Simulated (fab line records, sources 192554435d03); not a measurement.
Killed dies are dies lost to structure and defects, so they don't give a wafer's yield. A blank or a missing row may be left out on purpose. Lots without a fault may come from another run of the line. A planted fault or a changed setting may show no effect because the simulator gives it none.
Problem report in the 8D (eight disciplines) form, filled by code | flow n5_finfet | the parts of the form that need people (team, actions taken, sign-off) are left out

1. THE PROBLEM
bias_w at N5_BEOL_M9_ETCH_66 reads a mean of 138.3 W on 3 wafers of 3 lots; wafers without a fault read 150.0 W with a standard deviation of 0.48. That is -24 standard deviations from the usual mean.
The step: etches SOC in N2/H2, target depth 80 nm, overetch 16 nm, time 120 s.
First seen on wafer L450.6, day 13 04:11, on rie_diel-02. The record holds 30 wafers of 10 lots with a number at this step. Rule for "out", or "out of limits": more than 4 standard deviations from the usual mean. The other wafers with a number count as sound.

2. WHAT IT IS AND WHAT IT IS NOT
question                    | is                     | is not
which readings at this step | bias_w, rf_vpp_V       | drypump_motor_current_A, oes_product_au, rf_fwd_power_W, showerhead_plenum_p_Torr, throttle_valve_pct
which lots                  | L449, L450, L454       | L438, L441, L445, L447, L453, L455, L459
which wafers of those lots  | L449.4, L450.6, L454.3 | L449.1, L449.5, L450.2, L450.4, L454.4, L454.5
read on which tools         | rie_diel-02            | rie_diel-03, rie_diel-05
when                        | from day 13 04:11      | up to then (14 sound wafers); but 13 sound wafers of L449, L453, L454, L455, L459 came after

3. SUSPECTS, AND WHAT RULES EACH OUT
Counting: a tool at a process step up to the reading stays a suspect if it ran every lot that is out. Sound lots after the first of them don't rule it out here, since some wafers of a struck lot are sound.
- rie_diel-02 at N5_BEOL_M9_ETCH_66 (etches SOC in N2/H2, target depth 80 nm, overetch 16 nm, time 120 s): kept. It ran every lot that is out, first L450 (day 13 04:11); its last sound lot up to then is L447 (day 12 10:27). Its own readings are out on those wafers: bias_w, rf_vpp_V.
- Within rie_diel-02 at N5_BEOL_M9_ETCH_66: the wafers that are out ran in chamber 3; their sound lot-mates ran in chambers 0, 1, 2.
Left after counting: rie_diel-02 at N5_BEOL_M9_ETCH_66.

4. THE CAUSE (what the simulator had put in)
Process parameter drift: rie_diel-02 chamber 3, from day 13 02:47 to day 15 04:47, at N5_BEOL_M9_ETCH_66. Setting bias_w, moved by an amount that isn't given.
Counting left only this tool.

5. THE CHAIN OF EFFECTS, in route order
Each row: a reading whose mean over the struck wafers that have a number lies more than 3 standard deviations from the usual. Only readings for which the record gives a usual standard deviation are gone through. hours: the time from each lot's start at the first step in this table that gives one to its start at this step, as a median over the lots. sigmas: the change in usual standard deviations.
hours | step               | reading  | usual   | on struck wafers | change | sigmas
0     | N5_BEOL_M9_ETCH_66 | bias_w   | 150.0 W | 138.3            | -11.7  | -24
0     | N5_BEOL_M9_ETCH_66 | rf_vpp_V | 523.2 V | 495.4            | -27.8  | -15
The process steps in it:
- N5_BEOL_M9_ETCH_66: etches SOC in N2/H2, target depth 80 nm, overetch 16 nm, time 120 s.

6. WHAT WOULD HAVE CAUGHT IT SOONER
In this record the first reading out of limits was taken at day 13 04:11, 1 hour after the fault began at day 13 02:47.
